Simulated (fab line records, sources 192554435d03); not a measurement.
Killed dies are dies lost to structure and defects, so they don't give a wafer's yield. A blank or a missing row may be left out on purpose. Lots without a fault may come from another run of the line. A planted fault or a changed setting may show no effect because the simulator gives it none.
fab line records | flow n5_finfet
record lots=10 wafers=27 last_day=17
route steps=1938 shown BEOL_M2@857 BEOL_M4@1111 PASSIVATION@1936
lots that met no fault: from a run of the same line without faults
start_h: hours from the record's first day to the start of the lot's first wafer shown | wait_h: hours since the lot's step before | " the same as in the row above | L1.1+2: a row that stands for several wafers | - no value, or no start given | * or withheld: withheld | < > ~ a bound
route shown NAME@n: a module of which the file shows steps, and the number in the route of the first | usual: mean/standard deviation of fault-free wafers | same: alike in all rows | chamber/n: place in a boat | sites: the reading at each site | _std_site: their standard deviation | _edge_site: outer sites' mean less inner sites' | radius_mm: how far each site lies from the wafer's centre | mask NAME#n: copy n | behind: the tool/chamber that last shaped the wafer | hold: why the lot was held/for how many hours/how that ended | device: the transistor (n, p or np) that didn't switch | end of line: the same wafers' tests at the end of the route | a step without rows: its recipe alone | killed: dies lost to structure and defects at the first sort, not the wafer's yield | map: a wafer's dies, x killed, . not, _ none there
set.NAME: the setting as run; set.NAME@STEP: as run at that earlier step | model.NAME: the simulator's own value behind a step, which no gauge read
steps of the route over a sample of lots; a table a step, a row a wafer
services: from which hour (start_h, from the record's first day; less than 0 if before it) a tool's chamber was out of use, for how many hours, and why
## steps
# step N5_BEOL_M2_DESCUM_16
# recipe chemistry=O2 time_s=7 source_power_w=50 bias_power_w=20 pressure_mtorr=20 rf_frequency_hz=2.712e+07 temp_c=40 resist=CAR-EUV o2_flow_sccm=225
# usual bias_power_w=20.00/0.057 drypump_motor_current_A=5.6/0.53 oes_product_au=0.78/0.094 rf_vpp_V=243.3/1.4 showerhead_plenum_p_Torr=2.11/0.084 throttle_valve_pct=20.35/0.28
# same time_s=7
# columns lot.wafer tool chamber start_h wait_h bias_power_w drypump_motor_current_A oes_product_au rf_hours_counter_h rf_vpp_V showerhead_plenum_p_Torr throttle_valve_pct
L467.4 rie_diel-03 1 130.82 0.0 20.04 5.4 0.90 - 243.6 2.06 19.94
L467.5 " 3 " " 19.88 6.4 0.76 - 241.9 2.01 20.61
L467.6 " 2 " " 20.00 4.7 0.70 - 242.5 2.07 20.44
L468.3 rie_diel-03 2 133.70 0.0 20.00 4.7 0.69 232 243.8 2.07 20.44
L468.4 " 3 " " 20.00 6.5 0.76 - 242.3 2.01 20.62
L468.5 " 1 " " 19.99 5.4 0.90 - 241.4 2.06 19.95
L470.3 rie_diel-01 2 153.62 0.0 19.98 5.5 0.98 7 244.0 2.25 20.11
L470.4 " 2 " " 19.99 5.5 0.96 - 245.5 2.25 20.14
L470.5 " 0 " " 19.96 6.0 0.69 - 244.5 2.20 20.69
L473.1 rie_diel-03 1 169.48 0.0 19.96 5.4 0.86 24 243.7 2.06 19.96
L473.2 " 3 " " 20.09 6.5 0.76 127 242.9 2.00 20.63
L473.5 " 0 " " 20.01 5.2 0.90 - 245.7 2.21 20.04
L480.5 rie_diel-01 1 218.78 0.2 20.05 5.9 0.70 - 244.4 2.17 20.57
L480.6 " 0 " " 19.95 6.0 0.67 - 243.6 2.19 20.70
L481.5 rie_diel-05 3 219.33 0.0 19.96 4.8 0.71 - 243.6 2.16 20.42
L481.6 " 2 " " 19.99 6.2 0.69 - 241.5 1.98 20.69
L483.4 rie_diel-03 1 226.41 0.0 19.92 5.4 0.82 44 243.4 2.05 20.00
L483.5 " 1 " " 19.93 5.4 0.82 - 241.3 2.05 19.99
L484.2 rie_diel-03 0 241.39 0.1 20.07 5.2 0.86 34 245.5 2.20 20.09
L484.3 " 1 " " 20.02 5.4 0.83 48 242.6 2.05 19.99
L484.5 " 0 " " 20.13 5.2 0.86 - 245.6 2.20 20.10
L485.1 rie_diel-03 2 244.57 0.8 19.98 4.7 0.95 15 242.8 2.06 20.12
L485.4 " 0 " " 19.95 5.2 0.85 36 244.1 2.20 20.10
L485.6 " 1 " " 19.95 5.4 0.81 - 241.7 2.05 20.00
L487.3 rie_diel-01 2 251.66 0.0 19.90 5.6 0.88 40 244.3 2.24 20.18
L487.4 " 0 " " 19.96 6.0 0.66 238 243.2 2.18 20.73
L487.6 " 2 " " 19.99 5.5 0.89 - 244.9 2.24 20.17
# step N5_BEOL_M2_ETCH_63
# recipe chemistry=CF4 target=SiARC target_depth_a=156 mask_material=CAR-EUV time_s=26 ion_energy_ev=80 pressure_mtorr=40 source_w=545 bias_w=36 Ar_flow_sccm=100 cf4_flow_sccm=100 ends=cleared
# usual drypump_motor_current_A=5.6/0.53 etch_rf_on_time_s=26.1/0.91 oes_product_au=0.68/0.081 rf_vpp_V=184.1/1.3 showerhead_plenum_p_Torr=2.15/0.083 throttle_valve_pct=15.50/0.27
# columns lot.wafer tool chamber start_h wait_h drypump_motor_current_A etch_rf_on_time_s oes_product_au rf_hours_counter_h rf_vpp_V showerhead_plenum_p_Torr throttle_valve_pct
L467.4 rie_diel-03 1 130.87 0.0 5.4 25.0 0.81 - 183.1 2.10 15.04
L467.5 " 3 " " 6.4 25.1 0.68 - 182.7 2.07 15.78
L467.6 " 2 " " 4.7 25.7 0.60 - 184.5 2.11 15.63
L468.3 rie_diel-03 2 133.75 0.0 4.7 25.9 0.59 232 182.9 2.11 15.63
L468.4 " 3 " " 6.4 25.2 0.67 - 182.6 2.07 15.81
L468.5 " 1 " " 5.4 24.9 0.80 - 183.8 2.10 15.08
L470.3 rie_diel-01 2 153.67 0.0 5.6 24.7 0.84 7 185.9 2.29 15.19
L470.4 " 2 " " 5.6 24.7 0.83 - 186.0 2.29 15.19
L470.5 " 0 " " 6.0 26.9 0.59 - 183.9 2.19 15.63
L473.1 rie_diel-03 1 169.53 0.0 5.4 25.2 0.76 24 183.8 2.09 15.10
L473.2 " 3 " " 6.4 25.2 0.66 127 182.8 2.06 15.83
L473.5 " 0 " " 5.2 26.8 0.77 - 186.1 2.30 15.31
L480.5 rie_diel-01 1 218.83 0.0 5.9 26.2 0.59 - 183.7 2.20 15.73
L480.6 " 0 " " 6.0 26.7 0.58 - 183.1 2.18 15.67
L481.5 rie_diel-05 3 219.38 0.0 4.8 25.1 0.62 - 185.1 2.21 15.70
L481.6 " 2 " " 6.2 25.6 0.60 - 182.6 2.05 15.93
L483.4 rie_diel-03 1 226.46 0.0 5.4 25.4 0.73 44 184.5 2.09 15.14
L483.5 " 1 " " 5.4 25.3 0.73 - 182.9 2.09 15.15
L484.2 rie_diel-03 0 241.44 0.0 5.2 26.6 0.72 34 185.7 2.29 15.38
L484.3 " 1 " " 5.4 25.1 0.73 48 182.8 2.08 15.14
L484.5 " 0 " " 5.2 26.6 0.73 - 186.5 2.29 15.40
L485.1 rie_diel-03 2 244.62 0.0 4.7 25.4 0.81 15 183.9 2.10 15.20
L485.4 " 0 " " 5.2 26.7 0.73 36 186.0 2.29 15.39
L485.6 " 1 " " 5.4 25.6 0.72 - 183.4 2.08 15.14
L487.3 rie_diel-01 2 251.71 0.0 5.6 25.2 0.76 40 185.3 2.27 15.24
L487.4 " 0 " " 6.0 26.7 0.57 238 184.2 2.18 15.69
L487.6 " 2 " " 5.5 25.1 0.77 - 185.8 2.27 15.25
# step N5_BEOL_M2_STRIP_19
# recipe chemistry=O2 power_w=400 temp_c=40 pressure_mtorr=30 rf_frequency_hz=6e+07 bias_power_w=0 overash_fraction=0.2 o2_flow_sccm=225
# usual drypump_motor_current_A=5.6/0.52 oes_product_au=0.77/0.093 rf_vpp_V=3.6/0.48 showerhead_plenum_p_Torr=2.11/0.084 throttle_valve_pct=16.63/0.27
# same bias_power_w=0
# columns lot.wafer tool chamber start_h wait_h drypump_motor_current_A oes_product_au rf_hours_counter_h rf_vpp_V showerhead_plenum_p_Torr throttle_valve_pct
L467.4 rie_diel-05 1 131.17 0.1 5.4 0.71 168 3.5 2.10 16.89
L467.5 " 3 " " 4.8 0.73 - 3.1 2.18 16.67
L467.6 " 2 " " 6.2 0.70 - 3.0 1.99 16.86
L468.3 rie_diel-03 1 134.06 0.1 5.4 0.90 10 3.4 2.06 16.20
L468.4 " 2 " " 4.7 0.69 - 4.7 2.07 16.72
L468.5 " 3 " " 6.4 0.76 - 3.5 2.01 16.82
L470.3 rie_diel-01 2 154.10 0.2 5.5 0.96 7 3.8 2.25 16.31
L470.4 " 1 " " 5.9 0.72 - 3.5 2.18 16.82
L470.5 " 2 " " 5.6 0.97 - 2.1 2.25 16.31
L473.1 rie_diel-03 1 169.84 0.1 5.4 0.86 24 3.8 2.06 16.22
L473.2 " 2 " " 4.7 0.70 246 3.4 2.07 16.75
L473.5 " 0 " " 5.2 0.90 - 3.2 2.22 16.25
L480.5 rie_diel-03 2 219.24 0.1 4.7 0.97 - 3.7 2.06 16.28
L480.6 " 3 " " 6.4 0.74 - 3.0 2.00 16.90
L481.5 rie_diel-01 1 219.70 0.0 5.9 0.70 - 3.2 2.17 16.86
L481.6 " 0 " " 6.0 0.67 - 3.3 2.19 16.97
L483.4 rie_diel-05 3 226.88 0.1 4.8 0.70 - 4.3 2.17 16.71
L483.5 " 1 " " 5.4 0.69 - 3.8 2.08 16.91
L484.2 rie_diel-01 1 241.76 0.1 5.9 0.70 204 3.2 2.17 16.85
L484.3 " 0 " " 6.0 0.67 234 4.1 2.19 16.99
L484.5 " 1 " " 5.9 0.70 - 3.3 2.17 16.87
L485.1 rie_diel-05 3 245.02 0.2 4.8 0.70 213 3.7 2.16 16.74
L485.4 " 3 " " 4.8 0.69 - 4.0 2.16 16.71
L485.6 " 0 " " 5.2 0.67 - 3.1 2.06 16.46
L487.3 rie_diel-03 2 252.02 0.1 4.7 0.94 18 3.0 2.06 16.31
L487.4 " 1 " " 5.4 0.81 52 3.6 2.05 16.28
L487.6 " 0 " " 5.2 0.85 - 3.5 2.21 16.33
# step N5_BEOL_M2_COAT_76
# recipe resist=underlayer temp_c=205 time_s=60 spin_rpm=1500 resist_thk_nm=5
# usual run_length_s=66.07/0.18
# columns lot.wafer tool chamber start_h wait_h run_length_s
L467.4 litho_track-02 0 131.28 - 65.86
L467.5 " 0 " " 66.08
L467.6 " 0 " " 65.85
L468.3 litho_track-04 0 134.17 - 66.30
L468.4 " 0 " " 66.16
L468.5 " 0 " " 66.32
L470.3 litho_track-04 0 154.21 - 66.31
L470.4 " 0 " " 66.21
L470.5 " 0 " " 66.25
L473.1 litho_track-02 0 169.95 - 65.97
L473.2 " 0 " " 65.96
L473.5 " 0 " " 65.90
L480.5 litho_track-02 0 219.34 - 65.92
L480.6 " 0 " " 71.97
L481.5 litho_track-02 0 219.79 - 66.08
L481.6 " 0 " " 71.89
L483.4 litho_track-02 0 226.98 - 72.01
L483.5 " 0 " " 65.96
L484.2 litho_track-04 0 241.87 - 66.25
L484.3 " 0 " " 66.20
L484.5 " 0 " " 66.33
L485.1 litho_track-04 0 245.14 - 66.47
L485.4 " 0 " " 66.25
L485.6 " 0 " " 66.32
L487.3 litho_track-04 0 252.14 - 66.27
L487.4 " 0 " " 66.12
L487.6 " 0 " " 66.30
# step N5_BEOL_M4_RC_MEAS_101
# usual DIBL_N=37.0/2.3 DIBL_P=37.3/2.8 IOFF_N=0.17/0.046 IOFF_P=0.23/0.054 ION_N=675/14 ION_P=460/9.3 SS_N=71.7/0.73 SS_P=73.6/0.95 VT_N=249/3.9 VT_P=-250/3.9
# columns lot.wafer tool chamber start_h wait_h DIBL_N[mV/V] DIBL_P[mV/V] IOFF_N[nA/um] IOFF_P[nA/um] ION_N[uA/um] ION_P[uA/um] SS_N[mV/dec] SS_P[mV/dec] VT_N[mV] VT_P[mV]
L467.4 prober-02 0 167.30 0.5 40.3 40.9 0.23 0.31 680 471 72.2 74.8 243 -246
L467.5 " 0 " " 37.1 35.4 0.15 0.21 676 464 71.3 73.7 251 -251
L467.6 " 0 " " 43.8 44.8 0.36 0.42 712 478 73.7 76.2 240 -243
L468.3 prober-02 0 170.31 0.3 37.4 37.6 0.19 0.22 677 457 72.1 73.7 250 -249
L468.4 " 0 " " 36.8 37.4 0.17 0.22 667 453 71.1 75.0 249 -251
L468.5 " 0 " " 39.6 40.9 0.25 0.29 688 457 72.2 76.1 245 -248
L470.3 prober-02 0 190.91 0.3 37.5 37.8 0.18 0.19 682 454 72.0 73.1 248 -252
L470.4 " 0 " " 36.0 36.8 0.16 0.18 676 453 71.0 73.5 249 -254
L470.5 " 0 " " 41.5 43.3 0.27 0.28 694 461 73.1 75.4 244 -246
L473.1 prober-02 0 200.18 0.0 35.3 36.6 0.15 0.19 670 458 71.4 73.1 253 -255
L473.2 " 0 " " 38.5 39.5 0.22 0.25 703 474 72.1 73.8 245 -251
L473.5 " 0 " " 39.3 40.8 0.23 0.27 706 471 72.3 74.8 248 -249
L480.5 prober-02 0 251.51 0.6 33.9 34.1 0.14 0.21 673 458 70.5 72.7 251 -250
L480.6 " 0 " " 37.1 38.5 0.23 0.30 694 469 71.8 74.5 241 -245
L481.5 prober-01 0 281.45 0.6 38.4 38.3 0.18 0.26 656 453 73.0 74.2 247 -249
L481.6 " 0 " " 39.4 38.4 0.20 0.25 664 449 73.3 74.2 250 -249
L483.4 prober-01 0 285.92 0.5 41.2 44.0 0.28 0.32 704 470 73.7 75.4 241 -245
L483.5 " 0 " " 36.0 36.5 0.16 0.19 681 456 71.7 73.3 248 -253
L484.2 prober-02 0 286.35 0.2 33.5 30.7 0.10 0.13 640 440 71.0 72.3 257 -258
L484.3 " 0 " " 36.2 35.0 0.14 0.18 664 452 71.2 73.1 250 -254
L484.5 " 0 " " 37.3 35.0 0.16 0.18 666 448 72.1 73.3 250 -253
L485.1 prober-01 0 286.71 0.0 32.3 33.6 0.11 0.14 657 445 71.2 72.2 256 -257
L485.4 " 0 " " 36.5 38.5 0.18 0.20 679 458 72.3 73.7 249 -252
L485.6 " 0 " " 32.7 34.1 0.12 0.14 663 449 71.1 72.2 254 -258
L487.3 prober-01 0 302.09 0.3 38.3 39.4 0.20 0.24 673 456 71.8 73.6 247 -251
L487.4 " 0 " " 36.8 38.0 0.17 0.21 671 455 72.3 72.9 250 -252
L487.6 " 0 " " 37.2 38.0 0.18 0.22 666 455 71.8 73.7 248 -250
# step N5_PASSIVATION_PROBE_49
# usual defect_limited_yield=91.5/1.3 killed_at_M0_to_M3=36/10 killed_at_M4_up=13/4.7 killed_at_contacts=13/6.7 killed_at_front_end=37/9.7 killed_at_other=2.6/2.3 killed_dies=101/15 killed_on_rim=14/4.3 killed_open=67/12 killed_short=32/6.7 sort_bin_4_leakage=0.0/0.31 sort_bin_5_function=5.0/0.89 sort_bin_6_memory=3.2/0.63 sort_bin_8_speed=0.01/0.03 sort_n_pass=1079/16 sort_yield_pct=91.4/1.4
# same gross_dies=1180 killed_at_back_side=0
# columns lot.wafer tool chamber start_h wait_h defect_limited_yield[%] killed_at_M0_to_M3 killed_at_M4_up killed_at_contacts killed_at_front_end killed_at_other killed_dies killed_on_rim killed_open killed_short sort_bin_4_leakage[%] sort_bin_5_function[%] sort_bin_6_memory[%] sort_bin_8_speed[%] sort_n_pass sort_yield_pct[%]
L468.3 prober-02 - 285.43 0.1 91.8 57 10 6 23 1 97 11 70 26 0 5.2 3.0 0 1083 91.8
L468.4 prober-02 - 285.48 0.2 89.3 55 22 6 40 3 126 15 71 53 0 6.8 3.6 0 1054 89.3
L468.5 prober-02 - 285.53 0.2 89.3 56 22 8 35 5 126 10 76 47 0.1 6.4 4.1 0 1053 89.2
L473.1 prober-02 - 309.42 0.0 91.1 26 12 22 45 0 105 14 80 24 0 5.0 3.5 0 1075 91.1
L473.2 prober-02 - 309.47 0.1 90.9 35 10 10 45 7 107 15 64 42 0 4.7 4.2 0 1073 90.9
L473.5 prober-02 - 309.62 0.2 89.7 43 22 12 43 1 121 15 81 39 0 6.0 3.8 0 1059 89.7
L481.6 prober-01 - 386.91 0.3 92.3 37 11 11 31 1 91 10 61 24 0 3.8 3.3 0 1089 92.3
L484.2 prober-02 - 398.03 0.1 91.5 39 12 2 45 2 100 20 64 35 0 5.1 3.0 0.17 1078 91.4
L484.3 prober-02 - 398.08 0.1 91.9 43 6 5 39 3 96 10 70 24 0 5.8 2.3 0 1084 91.9
L484.5 prober-02 - 398.18 0.2 92.8 33 10 13 28 1 85 10 60 25 0 4.2 3.0 0 1095 92.8
L485.1 prober-02 - 402.38 0.0 92.8 28 14 15 26 2 85 15 68 16 0 4.1 3.1 0 1095 92.8
L485.4 prober-02 - 402.53 0.2 93.1 28 15 1 34 3 81 10 50 27 0 4.2 2.3 0 1099 93.1
L485.6 prober-02 - 402.63 0.3 92.5 35 9 10 34 0 88 11 56 29 0 4.0 3.0 0 1092 92.5
# killed by level:class
L468.3 BEOL_M3:geometric_particle:open=24 BEOL_M0_SAQP:geometric_particle:open=13 BEOL_M0_SAQP:geometric_particle:short=12 FIN_SAQP:geometric_particle:open=8 BEOL_M4:geometric_particle:open=6 BEOL_M1:geometric_particle:open=5 MOL_CONTACT_COAG:geometric_particle:open=4 DUMMY_GATE:geometric_particle:open=3
L468.4 FIN_SAQP:geometric_particle:short=14 FIN_SAQP:geometric_particle:open=13 BEOL_M0_SAQP:geometric_particle:short=13 BEOL_M0_SAQP:geometric_particle:open=11 BEOL_M3:geometric_particle:open=11 BEOL_M4:geometric_particle:open=9 MOL_CONTACT_COAG:geometric_particle:open=6 BEOL_M3:geometric_particle:short=6
L468.5 BEOL_M0_SAQP:geometric_particle:short=12 BEOL_M0_SAQP:geometric_particle:open=12 BEOL_M4:geometric_particle:open=11 BEOL_M3:geometric_particle:open=9 BEOL_M1:geometric_particle:short=8 BEOL_M1:geometric_particle:open=8 FIN_SAQP:geometric_particle:short=7 FIN_SAQP:geometric_particle:open=7
L473.1 MOL_CONTACT_COAG:geometric_particle:open=18 FIN_SAQP:geometric_particle:open=14 BEOL_M1:geometric_particle:open=8 BEOL_M2:geometric_particle:open=7 DUMMY_GATE:geometric_particle:open=5 BEOL_M3:geometric_particle:open=5 FIN_SAQP:geometric_particle:short=4 MOL_CONTACT_COAG:geometric_particle:short=4
L473.2 FIN_SAQP:geometric_particle:open=15 FIN_SAQP:geometric_particle:short=12 BEOL_M0_SAQP:geometric_particle:short=9 MOL_CONTACT_COAG:geometric_particle:open=8 BEOL_M0_SAQP:geometric_particle:open=7 BEOL_M1:geometric_particle:open=6 BEOL_M3:geometric_particle:open=6 STI_FIN_REVEAL:geometric_particle:open=5
L473.5 FIN_SAQP:geometric_particle:open=14 BEOL_M0_SAQP:geometric_particle:open=11 MOL_CONTACT_COAG:geometric_particle:open=9 BEOL_M0_SAQP:geometric_particle:short=9 BEOL_M3:geometric_particle:open=9 BEOL_M4:geometric_particle:open=8 BEOL_M2:geometric_particle:open=6 BEOL_M4:geometric_particle:short=6
L481.6 MOL_CONTACT_COAG:geometric_particle:open=9 BEOL_M0_SAQP:geometric_particle:open=9 BEOL_M0_SAQP:geometric_particle:short=8 STI_FIN_REVEAL:geometric_particle:open=7 BEOL_M3:geometric_particle:open=7 HKMG_FIN:area_etch=5 BEOL_M0:geometric_particle:open=4 BEOL_M2:geometric_particle:open=4
L484.2 DUMMY_GATE:geometric_particle:open=8 STI_FIN_REVEAL:geometric_particle:open=7 BEOL_M0_SAQP:geometric_particle:short=7 BEOL_M2:geometric_particle:open=7 GATE_CUT:geometric_particle:short=6 BEOL_M3:geometric_particle:open=6 BEOL_M1:geometric_particle:open=6 FIN_SAQP:geometric_particle:open=5
L484.3 BEOL_M3:geometric_particle:open=13 FIN_SAQP:geometric_particle:open=10 GATE_CUT:geometric_particle:short=9 BEOL_M1:geometric_particle:open=8 DUMMY_GATE:geometric_particle:open=7 MOL_CONTACT_COAG:geometric_particle:open=5 BEOL_M2:geometric_particle:open=5 BEOL_M0:geometric_particle:open=5
L484.5 MOL_CONTACT_COAG:geometric_particle:open=10 BEOL_M2:geometric_particle:open=8 FIN_SAQP:geometric_particle:open=5 FIN_SAQP:geometric_particle:short=5 BEOL_M0_SAQP:geometric_particle:open=5 BEOL_M1:geometric_particle:open=5 DUMMY_GATE:geometric_particle:open=4 GATE_CUT:geometric_particle:short=4
L485.1 MOL_CONTACT_COAG:geometric_particle:open=15 BEOL_M1:geometric_particle:open=11 STI_FIN_REVEAL:geometric_particle:open=8 BEOL_M0_SAQP:geometric_particle:open=8 BEOL_M4:geometric_particle:open=7 FIN_SAQP:geometric_particle:open=6 BEOL_M0_SAQP:geometric_particle:short=4 BEOL_M2:geometric_particle:open=3
L485.4 BEOL_M0:geometric_particle:open=8 FIN_SAQP:geometric_particle:open=6 DUMMY_GATE:geometric_particle:open=6 BEOL_M1:geometric_particle:open=6 BEOL_M4:geometric_particle:open=6 BEOL_M0_SAQP:geometric_particle:short=5 BEOL_M4:geometric_particle:short=5 STI_FIN_REVEAL:geometric_particle:open=4
L485.6 BEOL_M3:geometric_particle:open=13 FIN_SAQP:geometric_particle:open=9 MOL_CONTACT_COAG:geometric_particle:open=7 BEOL_M2:geometric_particle:open=7 FIN_SAQP:geometric_particle:short=6 STI_FIN_REVEAL:geometric_particle:open=5 BEOL_M1:geometric_particle:open=5 BEOL_M4:geometric_particle:open=4
## services
# columns tool chamber start_h hours kind
litho_track-02 - 111.51 - consumable_replace:filter
rie_diel-01 2 119.57 - clean
rie_diel-01 2 119.57 - consumable_replace:focus_ring
rie_diel-01 2 119.57 - consumable_replace:showerhead
rie_diel-01 2 119.57 18.6 scheduled_down
rie_diel-01 2 119.57 18.6 vent_cycle
rie_diel-03 0 123.05 - clean
rie_diel-03 0 123.05 - consumable_replace:focus_ring
rie_diel-03 0 123.05 - consumable_replace:showerhead
rie_diel-03 0 123.05 20.3 scheduled_down
rie_diel-03 0 123.05 20.3 vent_cycle
litho_track-02 - 135.69 - consumable_replace:filter
rie_diel-01 3 138.40 - clean
rie_diel-01 3 138.40 - consumable_replace:focus_ring
rie_diel-01 3 138.40 15.9 scheduled_down
rie_diel-01 3 138.40 15.9 vent_cycle
rie_diel-03 2 183.21 - clean
rie_diel-03 2 183.21 - consumable_replace:focus_ring
rie_diel-03 2 183.21 17.9 scheduled_down
rie_diel-03 2 183.21 17.9 vent_cycle
rie_diel-05 3 226.98 4.9 repair
rie_diel-01 2 234.02 5.6 repair
rie_diel-05 2 241.81 11.7 repair
## key
first_sign step=N5_BEOL_M2_COAT_76 reading=run_length_s direction=up sigmas=32 usual=* struck=*
effect none on later readings
met_at N5_BEOL_M2_COAT_76
struck_lots L480,L481,L483
struck_wafers L480.6,L481.6,L483.4
not_acting_at N5_BEOL_M2_DESCUM_16,N5_BEOL_M2_ETCH_63,N5_BEOL_M2_STRIP_19
onset_between 169.95 219.34
fault kind=process_parameter_drift tool=litho_track-02 chamber=- onset_h=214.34 steps=N5_BEOL_M2_COAT_76 channel=time_s offset=* shape=step end_h=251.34 scope=struck_wafers_only acts_in=* stated=*
